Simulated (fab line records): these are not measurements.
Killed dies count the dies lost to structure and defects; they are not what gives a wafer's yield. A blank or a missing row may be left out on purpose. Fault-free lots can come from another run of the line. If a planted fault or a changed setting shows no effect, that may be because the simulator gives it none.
Problem report, 8D (eight disciplines) form, completed by code / flow n5-finfet / the parts of the form that need people (team, actions taken, sign-off) are left out

== 1. PROBLEM STATEMENT ==
Mean M14_ILD_THK at N5_BEOL_M14_THK_MEAS_01: 962 nm over 2 wafers in 2 lots; fault-free wafers: 1111 nm, standard deviation 13. That is -12 standard deviations from the usual mean.
The first sign was on wafer L812.5 at day 14 09:19, on film-metro-01. At this step, 30 wafers from 10 lots have a number in the record. Rule for "out" (also "out of limits"): further than 4 standard deviations from the usual mean. All remaining wafers that have a number are taken as sound.

== 2. WHAT IT IS, WHAT IT ISN'T ==
question=which readings at this step | is=M14_ILD_THK | is not=-
question=which lots | is=L812, L814 | is not=L799, L800, L802, L805, L807, L820, L821, L822
question=which wafers of those lots | is=L812.5, L814.4 | is not=L812.2, L812.4, L814.3, L814.5
question=read on which gauges | is=film-metro-01, film-metro-02 | is not=-
question=when | is=from day 14 09:19 | is not=up to then (17 sound wafers); but 11 sound wafers of L814, L820, L821, L822 came after

== 3. SUSPECTS, AND WHAT RULES EACH OUT ==
Counting: a tool at a process step up to the reading stays a suspect if it ran every lot that is out. Sound lots after the first of them don't rule it out here, since some wafers of a struck lot are sound.
- ruled out: the gauge at N5_BEOL_M14_THK_MEAS_01. The wafers that are out were read on 2 gauges (film-metro-01, film-metro-02).
- pecvd-04 at N5_BEOL_M13_DEP_53 (deposits SiCN from 3MS/NH3, target thk 50 nm, time 17.8 s): kept. Every lot that is out went through it, the first being L812 (day 14 08:59); the last sound lot it ran before that was L807 (day 12 18:01).
- pecvd-03 at N5_BEOL_M14_ILD_DEP_00 (deposits SiO2 from TEOS/O2, target thk 1119.3 nm, time 237.4 s): kept. Every lot that is out went through it, the first being L812 (day 14 09:07); the last sound lot it ran before that was L802 (day 11 14:33). Its own run-length-s readings are out on those wafers.
- Within pecvd-04 at N5_BEOL_M13_DEP_53: the wafers that are out ran in chamber 0; their sound lot-mates ran in chambers 1, 2.
- Within pecvd-03 at N5_BEOL_M14_ILD_DEP_00: the wafers that are out ran in chamber 1; their sound lot-mates ran in chamber 2.
The count leaves pecvd-03 at N5_BEOL_M14_ILD_DEP_00 and pecvd-04 at N5_BEOL_M13_DEP_53.

== 4. THE CAUSE (what the simulator had put in) ==
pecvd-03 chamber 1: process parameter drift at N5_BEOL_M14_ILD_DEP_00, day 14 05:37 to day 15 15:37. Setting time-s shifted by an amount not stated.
Of the 2 suspects that counting leaves, this tool is one.

== 5. SEQUENCE OF EFFECTS, ordered by route ==
Each row: a reading where the mean over the struck wafers with a number is more than 3 standard deviations away from the usual. Only readings for which the record gives a usual standard deviation are gone through. hours: the time from each lot's start at the first step in this table that gives one to its start at this step, as a median over the lots. sigmas: the change in usual standard deviations.
hours=0; step=N5_BEOL_M14_ILD_DEP_00; reading=run-length-s; usual=280.4 s; on struck wafers=245.9; change=-34.5; sigmas=-79
hours=0; step=N5_BEOL_M14_THK_MEAS_01; reading=M14_ILD_THK; usual=1111 nm; on struck wafers=962; change=-150; sigmas=-12
It contains these process steps:
- N5_BEOL_M14_ILD_DEP_00: deposits SiO2 from TEOS/O2, target thk 1119.3 nm, time 237.4 s.
Readings that are blank on the struck wafers while sound wafers have them: rf-fwd-power-W at N5_BEOL_M14_ILD_DEP_00.

== 6. HOW IT WOULD HAVE BEEN CAUGHT EARLIER ==
In this record the first reading out of limits at a measuring or inspecting step was taken at day 14 09:19, 4 hours after the fault began at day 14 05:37.
At N5_BEOL_M14_ILD_DEP_00, the tool's own readings (run-length-s) were out on each struck wafer the step has a row for, so an alarm limit on them would have fired on the first such wafer.
L814, from the lots that are out (2), started N5_BEOL_M14_ILD_DEP_00 on pecvd-03 later than day 14 09:19. Putting the tool on hold at that point would have spared it.
